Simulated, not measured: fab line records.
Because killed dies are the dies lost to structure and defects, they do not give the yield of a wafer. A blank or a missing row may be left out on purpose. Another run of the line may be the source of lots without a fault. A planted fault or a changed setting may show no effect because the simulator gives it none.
Problem report, 8D (eight disciplines) form, completed by code	flow nandHarc	the parts of the form that need people (team, actions taken, sign-off) are left out

== 1. THE PROBLEM ==
At NHARC_P_STI_INSPECT_11, rawDefectCount averages 1330 over 6 wafers from 2 lots, while fault-free wafers read 6, standard deviation 3.7. That is +99 or more standard deviations from the usual mean.
First observed at day 8 05:36: wafer L856.2, on defectInspect-01. The record has a number at this step for 36 wafers belonging to 12 lots. The rule behind "out" and "out of limits": a value lying over 4 standard deviations away from the usual mean. The other wafers with a number count as sound.

== 2. WHAT THIS IS AND IS NOT ==
question	is	is not
which readings at this step	rawDefectCount	-
which lots	L856, L857	L843, L844, L847, L848, L849, L850, L853, L864, L865, L866
which wafers of those lots	all that have a number	-
read on which gauges	defectInspect-01	defectInspect-02
when	from day 8 05:36	up to then (21 sound wafers); but 9 sound wafers of L864, L865, L866 came after

== 3. WHAT RULES OUT EACH SUSPECT ==
Counting: a tool at any process step up to the reading remains a suspect when it ran all the lots that are out and ran no sound lot after the first of those.
- the gauge at NHARC_P_STI_INSPECT_11 is ruled out. All the wafers that are out were read on defectInspect-01, but those of them that NHARC_END_SORT_01 has rows for are out there too, on other tools.
- furnace-04 at NHARC_P_STI_OXIDE_29 (material SiO2, target thk 10 nm, ox time 1362 s): kept. It ran every lot that is out, first L856 (day 7 18:09), and no sound lot after that; its last sound lot up to then is L853 (day 6 12:59).
After counting, what remains is furnace-04 at NHARC_P_STI_OXIDE_29.

== 4. THE CAUSE (what the simulator had put in) ==
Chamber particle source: furnace-04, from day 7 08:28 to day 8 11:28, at NHARC_P_STI_OXIDE_29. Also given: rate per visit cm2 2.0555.
Only this tool survived the counting.

== 5. THE EFFECT CHAIN, in route order ==
One row per reading whose mean, taken over the struck wafers that have a number, lies over 3 standard deviations from the usual. Only readings whose record carries a usual standard deviation are examined. hours: median over the lots of the time between each lot's start at the first step of this table that gives one and its start at this step. sigmas: the change, counted in usual standard deviations.
hours	step	reading	usual	on struck wafers	change	sigmas
0	NHARC_P_STI_INSPECT_11	rawDefectCount	6	1330	+1324	+99 or more
526	NHARC_END_SORT_01	killedAtPeriphery	3.6	550.8	+547.2	+99 or more
526	NHARC_END_SORT_01	killedDies	58	581	+523	+31

== 6. WHAT WOULD HAVE CAUGHT IT SOONER ==
21 hours passed between the start of the fault at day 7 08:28 and the first reading out of limits at a measuring or inspecting step in this record, taken at day 8 05:36.
By day 8 05:36 the whole set of lots that are out, 2 in number, had already begun NHARC_P_STI_OXIDE_29 on furnace-04. Had the tool been put on hold then, not one of them would have been saved.
